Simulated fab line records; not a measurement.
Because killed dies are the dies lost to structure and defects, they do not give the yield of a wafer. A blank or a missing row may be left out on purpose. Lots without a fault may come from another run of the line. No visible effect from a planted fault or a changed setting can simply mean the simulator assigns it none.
Chamber matching ; flow n5 finfet ; N5_HKMG_FIN_ETCH_58 on rie diel-01: 4 sister chambers
The step etches SOC in N2/H2, target depth 215.8 nm, time 741 s. 16 wafers are shown with their chamber, then 8 later ones without.

EACH WAFER AND ITS CHAMBER
wafer;chamber;drypump motor current A (A);showerhead plenum p Torr (Torr);oes product au (a.u.)
L077.2;3;5.8;2.49;0.94
L077.4;1;5.3;2.54;0.72
L077.5;0;6.1;2.42;0.75
L080.1;1;5.3;2.54;0.71
L080.5;2;6.4;2.50;0.71
L080.6;3;5.7;2.49;0.90
L083.1;0;6.1;2.42;0.74
L083.2;2;6.4;2.49;0.71
L083.5;0;6.1;2.42;0.74
L084.1;3;5.7;2.48;0.87
L084.2;2;6.4;2.49;0.70
L084.4;1;5.3;2.53;0.70
L088.3;1;5.3;2.53;0.70
L088.5;1;5.3;2.53;0.70
L088.6;3;5.7;2.48;0.87
L090.3;1;5.3;2.52;0.69

SIGNATURES (means of the wafers above)
reading;chamber 0;chamber 1;chamber 2;chamber 3;scatter within a chamber
drypump motor current A;6.100;5.300;6.400;5.725;0.025
showerhead plenum p Torr;2.4200;2.5317;2.4933;2.4850;0.00612
oes product au;0.7433;0.7033;0.7067;0.8950;0.0182
Rule: for a wafer and a chamber, the distance is found by dividing, reading by reading, the gap between the wafer's reading and the chamber's mean by the reading's scatter, squaring, summing and taking the root. If the next closest chamber is less than 2 further off than the closest, the wafer can't be placed; otherwise it belongs to the closest. How the scatter is found: for the shown wafers, subtract from each reading the mean of its chamber, square and add these, divide the total by (wafers less chambers), then take the root.

WAFERS MISSING THEIR CHAMBER
wafer;drypump motor current A (A);showerhead plenum p Torr (Torr);oes product au (a.u.)
L090.5;5.3;2.52;0.70
L090.6;6.1;2.41;0.72
L095.1;5.7;2.47;0.84
L095.5;6.1;2.40;0.72
L095.6;5.7;2.47;0.84
L097.1;5.3;2.52;0.68
L097.3;6.3;2.49;0.93
L097.5;5.7;2.47;0.84

WHICH CHAMBER EACH WENT THROUGH
wafer;from the rows above;in truth
L090.5;1;1
L090.6;0;0
L095.1;3;3
L095.5;0;0
L095.6;3;3
L097.1;1;1
L097.3;2;2
L097.5;3;3
Placed correctly: 8 of 8. Not placeable from these rows: 0. Number placed wrongly: 0.
